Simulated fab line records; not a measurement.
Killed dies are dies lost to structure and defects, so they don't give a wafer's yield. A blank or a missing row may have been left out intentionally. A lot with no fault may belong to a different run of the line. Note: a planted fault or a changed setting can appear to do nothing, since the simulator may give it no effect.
One fault through the eyes of 2 desks / flow n5 finfet / each desk has only its own numbers; what lay behind them comes last

AT THE TOOL OWNER'S DESK: litho track-03
The tool's own readings at N5_DUMMY_GATE_COAT_35 (time 60 s, resist thk 10 nm): means of the sampled wafers that have a number, for each lot that ran on this tool. The brackets show how far a lot's mean lies from the usual mean; more than 4 standard deviations puts the lot out of limits, marked OUT.
Columns: A = heater power total W at N5_DUMMY_GATE_COAT_35, usual 427.8 W; B = spin speed rpm at N5_DUMMY_GATE_COAT_35, usual 1500.0 rpm
lot=L140; first seen here=day 3 12:23; A=427.1; B=1499.7
lot=L159; first seen here=day 8 04:47; A=429.2; B=1650.6 (+99 or more) OUT
lot=L161; first seen here=day 8 14:38; A=429.7; B=1652.0 (+99 or more) OUT
This desk's verdict: out of limits on L159, L161, starting with L159 at day 8 04:47 (spin speed rpm at N5_DUMMY_GATE_COAT_35). Within limits: L140.

AT THE METROLOGY DESK
Means of the sampled wafers that have a number, per lot and without regard to the tool the lot ran on: this is what the gauges read. The brackets show how far a lot's mean lies from the usual mean; more than 4 standard deviations puts the lot out of limits, marked OUT. It has 10 readings; the 7 that lie furthest out on some lot are the ones shown.
Columns: A = DIBL_N at N5_BEOL_M4_RC_MEAS_101, usual 36.0 mV/V; B = DIBL_P at N5_BEOL_M4_RC_MEAS_101, usual 36.2 mV/V; C = IOFF_P at N5_BEOL_M4_RC_MEAS_101, usual 0.21 nA/um; D = ION_P at N5_BEOL_M4_RC_MEAS_101, usual 461 uA/um; E = SS_P at N5_BEOL_M4_RC_MEAS_101, usual 73.2 mV/dec; F = VT_N at N5_BEOL_M4_RC_MEAS_101, usual 250 mV; G = VT_P at N5_BEOL_M4_RC_MEAS_101, usual -251 mV
lot=L140; first seen here=day 9 10:23; A=36.6; B=35.6; C=0.21; D=459; E=73.3; F=248; G=-251
lot=L159; first seen here=day 14 21:46; A=37.6; B=35.4; C=0.24; D=472; E=73.0; F=248; G=-246
lot=L160; first seen here=day 15 02:02; A=31.9; B=32.2; C=0.14; D=454; E=72.1; F=255; G=-256
lot=L161; first seen here=day 15 05:15; A=38.6; B=38.3; C=0.25; D=473; E=74.0; F=245; G=-248
Finding of this desk: none of the 4 lots has anything out of limits.

ALL TOGETHER
The tool owner's desk had the chance to raise an alarm at day 8 04:47 on L159, L161.
From the metrology desk's view, nothing was out of limits.
The metrology desk holds a record of L159, L161, inside its limits.
Every lot named ran N5_DUMMY_GATE_COAT_35 on litho track-03.

WHAT THE SIMULATOR PUT IN
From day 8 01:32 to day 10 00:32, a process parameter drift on litho track-03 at N5_DUMMY_GATE_COAT_35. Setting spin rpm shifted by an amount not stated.
Lots struck among those shown: L159, L161.
Each desk's first reading out of limits, in hours after the fault started: the tool owner's desk, 3.
